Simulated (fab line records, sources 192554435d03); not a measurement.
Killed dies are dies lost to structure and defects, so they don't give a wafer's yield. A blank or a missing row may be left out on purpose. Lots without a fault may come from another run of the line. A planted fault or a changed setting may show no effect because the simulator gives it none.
One fault seen from 3 desks | flow n5_finfet | each desk has only its own numbers; what lay behind them comes last

THE DEFECT DESK
What the inspections along the route counted, lot by lot: means of the sampled wafers that have a number. A lot is out of limits, marked OUT, if its mean lies more than 4 standard deviations from the usual mean; the brackets give that distance.
Columns: A = raw_defect_count at N5_SDB_INSPECT_36, usual 41; B = raw_defect_count at N5_DUMMY_REMOVAL_INSPECT_06, usual 12
lot  | first seen here | A              | B
L719 | day 3 23:44     | 38             | 12
L726 | day 5 16:08     | 143 (+6.8) OUT | 111 (+19) OUT
L727 | day 5 22:41     | 231 (+13) OUT  | 210 (+38) OUT
L728 | day 6 06:20     | 31             | 10
L732 | day 7 05:07     | 145 (+6.9) OUT | 105 (+18) OUT
L734 | day 7 18:16     | 39             | 13
L739 | day 8 22:28     | 30             | 12
L741 | day 9 13:35     | 39             | 11
L742 | day 9 15:23     | 44             | 17
This desk's finding: out of limits on L726, L727, L732; first on L726, day 5 16:08 (raw_defect_count at N5_SDB_INSPECT_36). In limits: L719, L728, L734, L739, L741, L742.

THE METROLOGY DESK
What the gauges read, lot by lot, whatever tool the lot ran on: means of the sampled wafers that have a number. A lot is out of limits, marked OUT, if its mean lies more than 4 standard deviations from the usual mean; the brackets give that distance. Of its 12 readings 7 are shown: those that lie furthest out on some lot.
Columns: A = cd_nm at N5_SDB_CD_MEAS_11, usual 49.8 nm; B = DIBL_P at N5_BEOL_M4_RC_MEAS_101, usual 35.8 mV/V; C = IOFF_N at N5_BEOL_M4_RC_MEAS_101, usual 0.15 nA/um; D = ION_P at N5_BEOL_M4_RC_MEAS_101, usual 462 uA/um; E = SS_N at N5_BEOL_M4_RC_MEAS_101, usual 71.5 mV/dec; F = SS_P at N5_BEOL_M4_RC_MEAS_101, usual 73.2 mV/dec; G = VT_P at N5_BEOL_M4_RC_MEAS_101, usual -250 mV
lot  | first seen here | A    | B    | C    | D   | E    | F    | G
L719 | day 3 11:38     | 50.5 | 36.3 | 0.14 | 458 | 71.3 | 73.2 | -251
L726 | day 5 03:52     | 50.0 | 35.4 | 0.15 | 459 | 70.7 | 72.8 | -251
L727 | day 5 10:20     | 49.6 | 39.4 | 0.20 | 459 | 72.8 | 74.1 | -252
L728 | day 5 16:55     | 50.0 | 36.3 | 0.15 | 458 | 72.4 | 73.2 | -250
L732 | day 6 17:02     | 50.7 | 36.5 | 0.15 | 465 | 71.5 | 73.1 | -246
L734 | day 7 06:10     | 50.6 | 39.2 | 0.21 | 468 | 72.3 | 73.4 | -245
L739 | day 8 09:28     | 49.9 | 36.5 | 0.17 | 471 | 71.1 | 73.2 | -247
L741 | day 9 01:02     | 49.8 | 38.3 | 0.17 | 467 | 71.9 | 74.2 | -248
L742 | day 9 03:01     | 48.0 | 35.0 | 0.15 | 474 | 71.1 | 72.7 | -248
This desk's finding: nothing out of limits on any of the 9 lots.

THE TOOL OWNER'S DESK: cmp-03
The tool's own readings at N5_SDB_CMP_30 (polishes, stops on poly-Si, t overpolish 1.54 s, target thk 30 nm): means of the sampled wafers that have a number, for each lot that ran on this tool. A lot is out of limits, marked OUT, if its mean lies more than 4 standard deviations from the usual mean; the brackets give that distance.
Columns: A = motor_current_A at N5_SDB_CMP_30, usual 12.7 A; B = overpolish_run_s at N5_SDB_CMP_30, usual 1.539 s; C = time_to_endpoint_s at N5_SDB_CMP_30, usual 17.0 s
lot  | first seen here | A    | B     | C
L719 | day 3 23:25     | 12.8 | 1.529 | 18.5
L726 | day 5 15:53     | 13.0 | 1.533 | 15.7
L727 | day 5 22:22     | 12.2 | 1.533 | 16.3
L732 | day 7 04:52     | 12.6 | 1.553 | 18.2
L741 | day 9 13:18     | 12.5 | 1.532 | 15.0
This desk's finding: nothing out of limits on any of the 5 lots.

PUT TOGETHER
The defect desk could have raised an alarm at day 5 16:08, on L726, L727, L732.
The metrology desk saw nothing out of limits.
The tool owner's desk saw nothing out of limits.
The metrology desk has L726, L727, L732 on record, within its limits.
The tool owner's desk has L726, L727, L732 on record, within its limits.
Of the lots named, all ran N5_SDB_CMP_30 on cmp-03.

WHAT THE SIMULATOR HAD PUT IN
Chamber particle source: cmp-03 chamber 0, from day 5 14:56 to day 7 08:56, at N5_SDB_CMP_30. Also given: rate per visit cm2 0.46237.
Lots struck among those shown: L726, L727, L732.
Hours from the fault's start to each desk's first reading out of limits: the defect desk, 1.
